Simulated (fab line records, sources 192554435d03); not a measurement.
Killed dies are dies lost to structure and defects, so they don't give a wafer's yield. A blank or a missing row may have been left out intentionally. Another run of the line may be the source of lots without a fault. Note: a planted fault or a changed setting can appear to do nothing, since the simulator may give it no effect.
fab line records | flow n5-finfet
record lots=4 wafers=12 last-day=18
route steps=1938 shown PASSIVATION@1899
lots that met no fault: taken from a fault-free run of the same line
start-h: hours from the record's opening day to when the first of the lot's shown wafers began | wait-h: hours since the lot's step before | " same as the row above | L1.1+2: a row that stands for several wafers | - no value present, or no start provided | * or withheld: withheld | < > ~ a bound
route shown NAME@n: a module of which the file shows steps, and the number in the route of the first | usual: mean and standard deviation over wafers with no fault | same: alike in all rows | chamber/n: place in a boat | sites: per-site readings | _std_site: standard deviation of those values | _edge_site: outer sites' mean less inner sites' | radius-mm: how far each site lies from the wafer's centre | mask NAME#n: copy n | behind: the most recent tool/chamber to have shaped the wafer | hold: why the lot went on hold/how many hours it stayed there/how the hold came to an end | device: transistor that didn't switch, given as n, p or np | end of line: the tests these same wafers got at the end of their route | where a step has no rows: the recipe by itself | killed: not the wafer's yield, but the dies lost to structure and defects at the first sort | map: shows each die of a wafer: x if killed, . if not, _ if none is there
set.NAME: the run value of the setting; set.NAME@STEP: its run value at that earlier step | model.NAME: the simulator's own value behind a step, which no gauge read
lots at selected steps of the route; one table per step, one row per wafer
services: when a tool's chamber went out of use (start-h, in hours from the record's first day, below 0 if earlier), for how many hours, and the reason
## steps
# step N5_PASSIVATION_EBR_26
# recipe solvent=PGMEA ebr-width-mm=1.5
# step N5_PASSIVATION_SOFTBAKE_25
# recipe temp-c=100 time-s=90
# step N5_PASSIVATION_EXPOSE_27
# recipe mask-id=PAD na=0.55 source-shape=conventional sigma-outer=0.8 polarization=unpolarized defocus-nm=0 dose-mj=32.3
# step N5_PASSIVATION_PEB_28
# recipe peb-temp-c=withheld peb-time-s=*
# step N5_PASSIVATION_DEVELOP_29
# recipe develop-time-s=60 rinse-liquid=diw dry=air-spin dev-temp-c=21
# step N5_PASSIVATION_HARDBAKE_31
# recipe temp-c=130 time-s=120
# step N5_PASSIVATION_DESCUM_32
# recipe chemistry=O2 time-s=7.9 source-power-w=50 bias-power-w=20 pressure-mtorr=20 rf-frequency-hz=2.712e+07 temp-c=40 o2-flow-sccm=225
# step N5_PASSIVATION_AL_ETCH_33
# recipe chemistry=Cl2/BCl3 target-depth-a=28000 over-etch-frac=0.15 Cl2_flow_sccm=180 bcl3-flow-sccm=60 target=Al stop-on=TaN time-s=466.7 ion-energy-ev=100 pressure-mtorr=10 icp-w=900 bias-w=100
# step N5_PASSIVATION_ETCH_59
# recipe chemistry=Cl2/BCl3 target=TaN target-depth-a=650 time-s=34.9 ion-energy-ev=100 pressure-mtorr=10 icp-w=900 bias-w=100 Cl2_flow_sccm=60 bcl3-flow-sccm=30
# step N5_PASSIVATION_STRIP_34
# recipe chemistry=O2 power-w=600 temp-c=60 pressure-mtorr=30 rf-frequency-hz=6e+07 bias-power-w=0 overash-fraction=2 o2-flow-sccm=225
# usual drypump-motor-current-A=5.7/0.41 oes-product-au=0.82/0.079 rf-vpp-V=3.5/1.6 showerhead-plenum-p-Torr=2.13/0.064 throttle-valve-pct=16.53/0.17
# columns lot.wafer tool chamber start-h wait-h drypump-motor-current-A oes-product-au rf-hours-counter-h rf-vpp-V showerhead-plenum-p-Torr throttle-valve-pct
L767.1 rie-diel-03 3 320.53 0.1 5.7 0.89 45 3.4 2.22 16.57
L767.4 " 0 " " 5.6 0.71 - 3.8 2.05 16.57
L767.5 " 1 " " 5.3 0.77 - 3.1 2.11 16.52
L777.4 rie-diel-03 0 384.28 0.3 5.6 0.94 5 5.4 2.05 16.11
L777.5 " 1 " " 5.3 0.76 - 2.0 2.10 16.58
L777.6 " 2 " " 5.4 0.72 - 1.6 2.08 16.60
L778.2 rie-diel-03 3 391.03 0.1 5.7 0.83 76 3.4 2.21 16.61
L778.4 " 2 " " 5.4 0.72 177 1.8 2.08 16.61
L778.5 " 2 " " 5.4 0.73 - 6.4 2.08 16.57
L781.2 rie-diel-02 3 415.51 0.1 5.6 0.96 9 2.4 2.06 16.36
L781.4 " 1 " " 6.3 0.87 49 1.8 2.12 16.27
L781.6 " 1 " " 6.3 0.84 - 5.6 2.12 16.25
# step N5_PASSIVATION_STRIP_51
# recipe chemistry=post-etch-residue-remover time-s=1200 temp-c=72.5
# step N5_PASSIVATION_CLEAN_69
# recipe chemistry=IPA time-s=180 temp-c=25
# step N5_PASSIVATION_SRD_70
# recipe dry=ipa-marangoni time-s=30 temp-c=23 rinse-liquid=diw
# step N5_PASSIVATION_PECVD_53
# recipe material=SiO2 target-thk-a=8000 temp-c=400 precursor=TEOS/O2 pressure-torr=6.5 rf-w=withheld teos-flow-sccm=withheld gas=O2 flow-sccm=2650 time-s=169.4
# step N5_PASSIVATION_PECVD_35
# recipe material=SiNx target-thk-a=7000 temp-c=400 precursor=SiH4/NH3/N2 pressure-torr=4.9 rf-w=1406 time-s=151.3
# step N5_PASSIVATION_HMDS_37
# recipe time-s=60 temp-c=120
# step N5_PASSIVATION_COAT_38
# recipe spin-rpm=3000 resist-thk-nm=withheld
# step N5_PASSIVATION_EBR_40
# recipe solvent=PGMEA ebr-width-mm=1.5
# step N5_PASSIVATION_SOFTBAKE_39
# recipe temp-c=110 time-s=120
# step N5_PASSIVATION_EXPOSE_41
# recipe mask-id=PASS_OPEN na=0.55 defocus-nm=0 source-shape=conventional sigma-outer=0.8 polarization=unpolarized target-cd-nm=40000 dose-mj=57.25
# step N5_PASSIVATION_PEB_42
# recipe peb-temp-c=withheld peb-time-s=*
# step N5_PASSIVATION_DEVELOP_43
# recipe develop-time-s=60 rinse-liquid=diw dry=air-spin dev-temp-c=21
# step N5_PASSIVATION_HARDBAKE_45
# recipe temp-c=130 time-s=120
# step N5_PASSIVATION_DESCUM_46
# recipe chemistry=O2 time-s=7.9 source-power-w=50 bias-power-w=20 pressure-mtorr=20 rf-frequency-hz=2.712e+07 temp-c=40 o2-flow-sccm=225
# step N5_PASSIVATION_PASS_ETCH_47
# recipe chemistry=CF4/O2 target=SiNx target-depth-a=7700 time-s=385 ion-energy-ev=100 pressure-mtorr=40 source-w=535 bias-w=49 Ar_flow_sccm=100 cf4-flow-sccm=100 O2_flow_sccm=10
# step N5_PASSIVATION_ETCH_54
# recipe chemistry=CHF3/O2 target=SiO2 target-depth-a=8800 CHF3_flow_sccm=50 O2_flow_sccm=5 Ar_flow_sccm=200 time-s=440 mask-material=PR pressure-mtorr=30 source-w=650 bias-w=170 ion-energy-ev=200
# step N5_PASSIVATION_STRIP_48
# recipe chemistry=O2 power-w=600 temp-c=60 pressure-mtorr=30 rf-frequency-hz=6e+07 bias-power-w=0 overash-fraction=0.5 o2-flow-sccm=225
# step N5_PASSIVATION_STRIP_52
# recipe chemistry=post-etch-residue-remover time-s=1200 temp-c=72.5
# step N5_PASSIVATION_CLEAN_71
# recipe chemistry=IPA time-s=180 temp-c=25
# step N5_PASSIVATION_SRD_72
# recipe dry=ipa-marangoni time-s=30 temp-c=23 rinse-liquid=diw
# step N5_PASSIVATION_ANNEAL_56
# recipe temp-c=400 time-s=1800 ambient=FGA idle-temp-c=300 ramp-up-c-per-min=5 ramp-down-c-per-min=3
# step N5_PASSIVATION_PROBE_49
# usual defect-limited-yield=90.9/1.4 killed_at_M0_to_M3=37/12 killed_at_M4_up=14/5.3 killed-at-contacts=12/6.2 killed-at-front-end=41/11 killed-at-other=3.7/2.9 killed-dies=107/17 killed-on-rim=14/4.4 killed-open=71/12 killed-short=34/7.9 sort_bin_5_function=5.3/0.95 sort_bin_6_memory=3.4/0.7 sort-n-pass=1073/17 sort-yield-pct=90.9/1.5
# same gross-dies=1180 killed-at-back-side=0 sort_bin_4_leakage[%]=0 sort_bin_8_speed[%]=0
# columns lot.wafer tool chamber start-h wait-h defect-limited-yield[%] killed_at_M0_to_M3 killed_at_M4_up killed-at-contacts killed-at-front-end killed-at-other killed-dies killed-on-rim killed-open killed-short sort_bin_5_function[%] sort_bin_6_memory[%] sort-n-pass sort-yield-pct[%]
L777.4 prober-01 - 389.54 0.2 88.8 34 18 26 53 1 132 21 102 30 6.0 4.9 1048 88.8
L777.6 prober-01 - 389.64 0.3 83.3 53 9 26 47 62 197 29 79 60 10.6 4.7 983 83.3
L778.2 prober-02 - 395.26 0.1 90.7 37 12 16 34 11 110 10 73 36 5.0 3.9 1070 90.7
L778.4 prober-02 - 395.36 0.2 86.2 36 22 14 31 60 163 27 72 32 8.6 4.2 1017 86.2
L778.5 prober-02 - 395.41 0.2 84.9 47 14 12 40 65 178 38 75 44 9.4 4.2 1002 84.9
# killed by level:class
L777.4 STI_FIN_REVEAL:geometric-particle:open=26 MOL_CONTACT_COAG:geometric-particle:open=20 BEOL_M1:geometric-particle:open=11 FIN_SAQP:geometric-particle:open=8 BEOL_M4:geometric-particle:open=8 MOL_CONTACT_COAG:geometric-particle:short=6 DUMMY_GATE:geometric-particle:open=6 BEOL_M0_SAQP:geometric-particle:short=6
L777.6 PASSIVATION:unspecified=58 MOL_CONTACT_COAG:geometric-particle:open=23 BEOL_M0_SAQP:geometric-particle:short=14 BEOL_M3:geometric-particle:short=11 GATE_CUT:geometric-particle:short=9 BEOL_M1:geometric-particle:open=9 FIN_SAQP:geometric-particle:open=6 GATE_CUT:geometric-particle:open=6
L778.2 MOL_CONTACT_COAG:geometric-particle:open=15 BEOL_M0_SAQP:geometric-particle:short=11 FIN_SAQP:geometric-particle:open=8 BEOL_M0_SAQP:geometric-particle:open=8 BEOL_M1:geometric-particle:open=7 BEOL_M2:geometric-particle:open=7 STI_FIN_REVEAL:geometric-particle:open=6 DUMMY_GATE:geometric-particle:open=4
L778.4 PASSIVATION:unspecified=57 BEOL_M0_SAQP:geometric-particle:open=14 MOL_CONTACT_COAG:geometric-particle:open=12 BEOL_M4:geometric-particle:open=10 BEOL_M0_SAQP:geometric-particle:short=8 BEOL_M8:geometric-particle:open=6 FIN_SAQP:geometric-particle:short=5 STARTING-WAFER:geometric-particle:open=5
L778.5 PASSIVATION:unspecified=55 BEOL_M0_SAQP:geometric-particle:short=14 MOL_CONTACT_COAG:geometric-particle:open=11 STI_FIN_REVEAL:geometric-particle:open=10 BEOL_M0_SAQP:geometric-particle:open=9 BEOL_M1:geometric-particle:open=9 ILD0:geometric-particle:short=7 BEOL_M4:geometric-particle:open=7
# map L777.6 (x killed, . not)
_________________......x.....________________
______________..............x..._____________
___________............x...x.......__________
__________..x.......x..............._________
________....x..x......x.........x.x..._______
_______.......x..x....................x______
______.............x.......x...x.......x_____
_____.................xxx.....x..........____
____......x............x...x.....x........___
___....x.......x..x.............x..........__
___.......x..........x.xx..x.....x.........__
__................xxx.x.........x........x.._
__.x.......x..x.x..x......x...........x.x..._
_x.x..........................x.......x......
_...xx...........x..xx..x.....x.....x.......x
_........x..x...........x........x.......x...
_..........x............x....................
_.....x......x..x........x........x..........
_....x..x.x..x...x........x..........x.x.....
_....xxx........x......xx.x.........x.x...x..
_.............x.........x.x....x...x......x.x
__x............x................x...xx......_
__...........x.............x.......x.......x_
___..x...x..x..........x..x..............x.__
___x...............x..x......xx.....xx.....__
____.x......x................xxx..x.xxx...___
_____........x......x........xxxx.xx.xx.x____
______......x...x.........x.xxxxxxxxxxxx_____
_______.x.x.....x............xx.xxxxxxx______
________.x..x......x..........x.xxxxxx_______
__________...................xxxxxxx_________
___________.............x.x.xxxxxxx__________
______________.................x_____________
_________________.........x..________________
# map L778.5 (x killed, . not)
_________________.....x......________________
______________................x._____________
___________..x..x.x.....x.x........__________
__________.x.x.........x........x.x._________
________..x..............x..........x._______
_______..x......x....x..............x..______
______.....................x............_____
_____.......x.......................x....____
____.........x.......x............x.....x.___
___..................x......x..x.........x.__
___...............xx...x.............x.....__
__...x......x.....x....x...................._
__.......x....xx............x..............._
_.....................x........x.x..x.....x..
_.x...............x..........................
_x.x................x....x..x................
_.....x..............x...x.......x...........
_..x.x..x...............x...........x.......x
_......x............x.x...........x..........
_x.....x...x...x...........x.x..x.......x....
_...x.........x....x...................x.....
__x.x.......x......x.....x.x....x.x.x..x...._
__...............................x.........._
___x.....x.x...............x.....x..x..x...__
___x...........................x...........__
____.x...xx......x.........xx..x..x.xx..x.___
_____x.x..............x..x...x.xxxx.xxxxx____
______........................xxxxxxxxxx_____
_______..........x.........x..xxxxxxxxx______
________.........x...x........xxxxxxxx_______
__________..................xxxxxxxx_________
___________..x.x.......x.....xx.xxx__________
______________.............xx..x_____________
_________________x.x....x....________________
## services
# columns tool chamber start-h hours kind
rie-diel-02 0 299.92 - clean
rie-diel-02 0 299.92 - consumable-replace:focus-ring
rie-diel-02 0 299.92 - consumable-replace:showerhead
rie-diel-02 0 299.92 20.6 scheduled-down
rie-diel-02 0 299.92 20.6 vent-cycle
rie-diel-03 0 310.73 1.4 repair
rie-diel-03 2 316.71 5.3 repair
rie-diel-02 - 344.12 2.0 repair
rie-diel-03 0 353.91 - clean
rie-diel-03 0 353.91 - consumable-replace:focus-ring
rie-diel-03 0 353.91 15.8 scheduled-down
rie-diel-03 0 353.91 15.8 vent-cycle
rie-diel-02 0 362.01 4.7 repair
rie-diel-02 3 366.80 - clean
rie-diel-02 3 366.80 - consumable-replace:focus-ring
rie-diel-02 3 366.80 20.1 scheduled-down
rie-diel-02 3 366.80 20.1 vent-cycle
rie-diel-03 1 415.24 4.9 repair
## key
first-sign step=N5_PASSIVATION_PROBE_49 reading=killed-at-other direction=up sigmas=21 usual=3.7 struck=62.3
effect step=N5_PASSIVATION_PROBE_49 reading=killed-dies direction=up sigmas=4.2 usual=107 struck=179
more-kills-born-at N5_PASSIVATION_STRIP_34@rie-diel-03=170
met-at N5_PASSIVATION_STRIP_34
struck-wafers L777.6,L778.4,L778.5
fault kind=chamber-particle-source tool=rie-diel-03 chamber=2 onset-h=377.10 steps=N5_PASSIVATION_STRIP_34 rate-per-visit-cm2=0.39091 end-h=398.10
